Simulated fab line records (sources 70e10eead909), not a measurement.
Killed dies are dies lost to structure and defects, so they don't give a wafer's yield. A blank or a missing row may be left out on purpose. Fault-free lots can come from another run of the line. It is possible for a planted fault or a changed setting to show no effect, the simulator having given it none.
Chamber matching | flow nandHarc | 3 sister chambers for NHARC_P_M0_DEP_32 on pecvd-03
The step deposits SiCN, target thk 30 nm. 6 wafers are shown with their chamber, then 12 later ones without.

EACH WAFER AND ITS CHAMBER
wafer  | chamber | heaterPowerW (W)
L087.6 | 0       | 585
L085.4 | 1       | 512
L085.6 | 0       | 585
L089.1 | 2       | 544
L089.3 | 1       | 548
L089.6 | 2       | 539

WAFERS WITHOUT THEIR CHAMBER
wafer  | heaterPowerW (W)
L090.2 | 670
L090.4 | 666
L090.5 | 560
L090.1 | 561
L090.3 | 568
L090.6 | 566
L091.2 | 529
L091.4 | 540
L091.6 | 588
L094.1 | 608
L094.4 | 630
L094.6 | 472

WHICH CHAMBER EACH WENT THROUGH
wafer  | from the rows above          | in truth
L090.2 | 0                            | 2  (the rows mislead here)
L090.4 | 0                            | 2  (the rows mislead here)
L090.5 | can't be placed: 2 or 0 or 1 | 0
L090.1 | can't be placed: 2 or 0 or 1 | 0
L090.3 | can't be placed: 0 or 2 or 1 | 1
L090.6 | can't be placed: 0 or 2 or 1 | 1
L091.2 | can't be placed: 1 or 2      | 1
L091.4 | can't be placed: 2 or 1      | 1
L091.6 | 0                            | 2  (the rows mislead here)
L094.1 | 0                            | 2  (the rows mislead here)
L094.4 | 0                            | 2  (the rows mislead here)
L094.6 | can't be placed: 1 or 2      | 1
Placed correctly: 0 of 12. From these rows, 7 cannot be placed; in 7 the true chamber is one of the candidates. Number placed wrongly: 5.
How it was worked out, from the rows above alone: a wafer's distance from a chamber is the root of the sum, over the readings, of the square of ((its reading less the chamber's mean) divided by the reading's scatter). If the next closest chamber is less than 2 further off than the closest, the wafer can't be placed; otherwise it belongs to the closest. For every chamber, the mean is computed from those of its wafers that are shown. The scatter is the square root of a quotient: the sum, over the shown wafers, of each reading's squared deviation from its chamber's mean, divided by wafers minus chambers.
